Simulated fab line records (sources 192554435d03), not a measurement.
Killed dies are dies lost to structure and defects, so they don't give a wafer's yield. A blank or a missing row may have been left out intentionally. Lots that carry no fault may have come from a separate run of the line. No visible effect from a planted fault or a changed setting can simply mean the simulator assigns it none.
One fault through the eyes of 2 desks    flow n5 finfet    each desk holds nothing but its own numbers, with what lay behind them at the end

## FOR THE TOOL OWNER'S DESK: litho track-02
The tool's own readings at N5_MOL_CONTACT_COAG_COAT_62 (time 60 s, resist thk 60 nm): means of the sampled wafers that have a number, for each lot that ran on this tool. The brackets show how far a lot's mean lies from the usual mean; more than 4 standard deviations puts the lot out of limits, marked OUT.
Columns: A = spin speed rpm at N5_MOL_CONTACT_COAG_COAT_62, usual 1500.0 rpm
lot   first seen here  A
L711  day 7 12:13      1396.7 (-99 or more) OUT
L715  day 8 06:29      1396.0 (-99 or more) OUT
L724  day 10 16:05     1500.1
This desk's finding: out of limits on L711, L715; first on L711, day 7 12:13 (spin speed rpm at N5_MOL_CONTACT_COAG_COAT_62). L724 stayed within limits.

## THE METROLOGY DESK
What the gauges read for every lot (on any tool): the sampled wafers with a number, averaged. The brackets show how far a lot's mean lies from the usual mean; more than 4 standard deviations puts the lot out of limits, marked OUT. 7 of its 10 readings are shown, namely those furthest out on some lot.
Columns: A = DIBL_N at N5_BEOL_M4_RC_MEAS_101, usual 36.3 mV/V; B = DIBL_P at N5_BEOL_M4_RC_MEAS_101, usual 36.3 mV/V; C = IOFF_N at N5_BEOL_M4_RC_MEAS_101, usual 0.157 nA/um; D = IOFF_P at N5_BEOL_M4_RC_MEAS_101, usual 0.22 nA/um; E = ION_N at N5_BEOL_M4_RC_MEAS_101, usual 675 uA/um; F = SS_P at N5_BEOL_M4_RC_MEAS_101, usual 73.3 mV/dec; G = VT_P at N5_BEOL_M4_RC_MEAS_101, usual -249 mV
lot   first seen here  A     B     C      D     E    F     G
L711  day 10 16:35     33.1  34.2  0.132  0.19  661  72.5  -247
L715  day 11 11:56     35.1  35.4  0.156  0.20  674  72.8  -252
L724  day 13 19:21     36.7  36.8  0.163  0.27  672  73.3  -245
L723  day 14 03:02     36.6  35.8  0.162  0.24  680  73.8  -246
Result from this desk: across the 4 lots, nothing is out of limits.

## TAKEN TOGETHER
At day 7 12:13, on L711, L715, the tool owner's desk was in a position to raise an alarm.
Nothing out of limits was seen by the metrology desk.
The metrology desk holds a record of L711, L715, inside its limits.
Of the lots named, all ran N5_MOL_CONTACT_COAG_COAT_62 on litho track-02.

## WHAT HAD BEEN PUT IN BY THE SIMULATOR
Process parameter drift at N5_MOL_CONTACT_COAG_COAT_62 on litho track-02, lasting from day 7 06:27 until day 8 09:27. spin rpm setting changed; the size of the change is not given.
Lots struck among those shown: L711, L715.
Time in hours from fault onset to the first out-of-limits reading at each desk: the tool owner's desk, 6.
